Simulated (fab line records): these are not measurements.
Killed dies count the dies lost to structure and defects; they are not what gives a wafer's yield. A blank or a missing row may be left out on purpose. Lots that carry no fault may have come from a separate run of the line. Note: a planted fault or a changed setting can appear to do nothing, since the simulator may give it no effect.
8D (eight disciplines) problem report, filled in by code    flow nand-harc    the parts of the form that need people (team, actions taken, sign-off) are left out

1. WHAT IS WRONG
Wafers without a fault read 999 nm, standard deviation 8.9; thk-nm at NHARC_A_ONON_D1_THK_MEAS_14 reads a mean of 633 nm on 3 wafers belonging to 3 lots. That puts it -41 standard deviations away from the usual mean.
The step: measures by ellipsometry.
First seen on wafer L664.3, day 10 21:37, on film-metro-01. Wafers with a number at this step in the record: 39, from 14 lots. Rule for "out" (also "out of limits"): further than 4 standard deviations from the usual mean. All remaining wafers that have a number are taken as sound.

2. WHAT IT IS AND WHAT IT IS NOT
question                     is                            is not
which readings at this step  thk-nm                        -
which lots                   L662, L664, L669              L651, L654, L655, L657, L658, L659, L660, L661, L663, L670, L673
which wafers of those lots   L662.3, L664.3, L669.4        L662.1, L664.2, L669.1
read on which gauges         film-metro-01, film-metro-02  -
when                         from day 10 21:37             up to then (25 sound wafers); but 11 sound wafers of L662, L663, L669, L670, L673 came after

3. THE SUSPECTS, EACH WITH WHAT RULES IT OUT
Counting: any tool at a process step up to the reading remains a suspect provided it ran every lot that is out. Sound lots after the first of them don't rule it out here, since some wafers of a struck lot are sound.
- the gauge at NHARC_A_ONON_D1_THK_MEAS_14 has been ruled out. Those wafers that are out were read across 2 gauges (film-metro-01, film-metro-02).
- pecvd-onon-03 at NHARC_A_ONON_D1_DEP_12 (target thk 1000 nm): kept. Ran every lot that is out, first one L664 (day 10 21:10); last sound lot up to then L661 (day 10 09:22).
Left after counting: pecvd-onon-03 at NHARC_A_ONON_D1_DEP_12.

4. THE CAUSE (what the simulator had put in)
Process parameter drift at NHARC_A_ONON_D1_DEP_12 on pecvd-onon-03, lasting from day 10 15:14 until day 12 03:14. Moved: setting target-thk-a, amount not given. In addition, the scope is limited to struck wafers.
The count eliminated every tool but this one.

5. SEQUENCE OF EFFECTS, ordered by route
Each row: a reading whose mean over the struck wafers that have a number lies more than 3 standard deviations from the usual. Readings are gone through only where the record gives a usual standard deviation; hours: the median, over the lots, of the time from a lot's start at the first step in this table giving one to that lot's start at this step; sigmas: the change measured in usual standard deviations.
hours  step                         reading          usual   on struck wafers  change  sigmas
0      NHARC_A_ONON_D1_THK_MEAS_14  thk-nm           999 nm  633               -366    -41
288    NHARC_END_SORT_01            killed-at-array  24      673               +649    +88
288    NHARC_END_SORT_01            killed-dies      28      677               +649    +81

6. HOW IT WOULD HAVE BEEN CAUGHT EARLIER
In this record the first reading out of limits at a measuring or inspecting step was taken at day 10 21:37, 6 hours after the fault began at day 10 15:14.
Tool readings at NHARC_A_ONON_D1_DEP_12 with a usual standard deviation given in the record: none out on any struck wafer, hence no alarm at a limit of 4 standard deviations on them.
Lots out: 3; of these, L669 started NHARC_A_ONON_D1_DEP_12 on pecvd-onon-03 after day 10 21:37. A tool hold placed at that time would have kept it from harm.
